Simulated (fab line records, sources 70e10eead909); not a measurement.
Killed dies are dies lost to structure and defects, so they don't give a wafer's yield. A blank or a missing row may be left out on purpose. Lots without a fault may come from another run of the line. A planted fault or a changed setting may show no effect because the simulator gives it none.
A struck lot beside a sound one | flow nand_harc | 16 steps out of a route of 1302
Sound: wafers L250.3, L250.4, L250.6. Struck: wafers L248.2, L248.5. The cause comes at the end.
At each step with rows: each side's tool, then ch and its chambers, then its first start. Under that, the readings that differ: sound wafers | struck wafers | difference of the means | sigmas: that difference in standard deviations of wafers without a fault.
alike: readings whose means differ by less than 2 such deviations, and words and numbers that are the same on both sides. not compared: withheld readings, readings that some wafer has no value for, bounds like >300 that may hide the same value, and numbers for which the record gives no deviation and whose values overlap.
The two part at a step that has a row with sigmas, a row that says differs or no value, or rows on one side only. Numbers that don't overlap but have no deviation are shown without sigmas and don't part them. A reading that every wafer of one side lacks parts them only if that side has two wafers or more.

NHARC_A_ONON_D2_THK_MEAS_05: measures by ellipsometry.
  sound on film_metro-01, day 20 21:00; struck on film_metro-01, day 20 21:05
  alike: thk_nm
then, 1 step without rows for these wafers: NHARC_A_ONON_D2_DEP_06 (target thk 1000 nm).
NHARC_A_ONON_D2_THK_MEAS_08: measures by ellipsometry.
  sound on film_metro-02, day 20 21:34; struck on film_metro-02, day 20 21:38
  alike: thk_nm
then, 1 step without rows for these wafers: NHARC_A_ONON_D2_DEP_09 (target thk 1000 nm).
NHARC_A_ONON_D2_THK_MEAS_11: measures by ellipsometry.
  sound on film_metro-01, day 20 22:08; struck on film_metro-01, day 20 22:13
  alike: thk_nm
then, 1 step without rows for these wafers: NHARC_A_ONON_D2_DEP_12 (target thk 1000 nm).
NHARC_A_ONON_D2_THK_MEAS_14: measures by ellipsometry.
  sound on film_metro-01, day 20 22:43; struck on film_metro-01, day 20 22:46
  reading     | sound       | struck    | difference | sigmas
  thk_nm (nm) | 985 983 984 | 1019 1019 | +35        | +3
then, 2 steps without rows for these wafers: NHARC_A_ONON_D2_ANNEAL_15 (time 3600 s); NHARC_A_ONON_D2_DEP_16 (target thk 1000 nm).
NHARC_A_ONON_D2_THK_MEAS_18: measures by ellipsometry.
  sound on film_metro-02, day 21 06:22; struck on film_metro-02, day 21 06:23
  reading     | sound       | struck    | difference | sigmas
  thk_nm (nm) | 985 982 983 | 1014 1014 | +31        | +3
then, 1 step without rows for these wafers: NHARC_A_ONON_D2_DEP_19 (target thk 1000 nm).
NHARC_A_ONON_D2_THK_MEAS_21: measures by ellipsometry.
  sound on film_metro-02, day 21 06:56; struck on film_metro-02, day 21 06:57
  alike: thk_nm
NHARC_A_ONON_D2_DEP_22: target thk 1000 nm.
  sound on pecvd_onon-03 ch 0, day 21 07:07; struck on pecvd_onon-04 ch 0, day 21 07:04
NHARC_A_ONON_D2_THK_MEAS_24: measures by ellipsometry.
  sound on film_metro-02, day 21 07:31; struck on film_metro-02, day 21 07:31
  reading     | sound          | struck  | difference | sigmas
  thk_nm (nm) | 1007 1006 1006 | 544 545 | -462       | -62
then, 1 step without rows for these wafers: NHARC_A_ONON_D2_DEP_25 (target thk 1000 nm).
-- the record jumps here: 12 days lie between the struck wafers' starts before and after (it left off in module A_ONON_D2 and takes up again in module END, whose first step shown is number 1302 of the route) --
NHARC_END_SORT_01:
  the record has rows for the struck wafers here (prober-01 ch 0, day 33 02:34) and none for the sound ones

WHERE THEY PART
First at NHARC_A_ONON_D2_THK_MEAS_14; last, within this record, at NHARC_END_SORT_01.

WHY: what the simulator had put in
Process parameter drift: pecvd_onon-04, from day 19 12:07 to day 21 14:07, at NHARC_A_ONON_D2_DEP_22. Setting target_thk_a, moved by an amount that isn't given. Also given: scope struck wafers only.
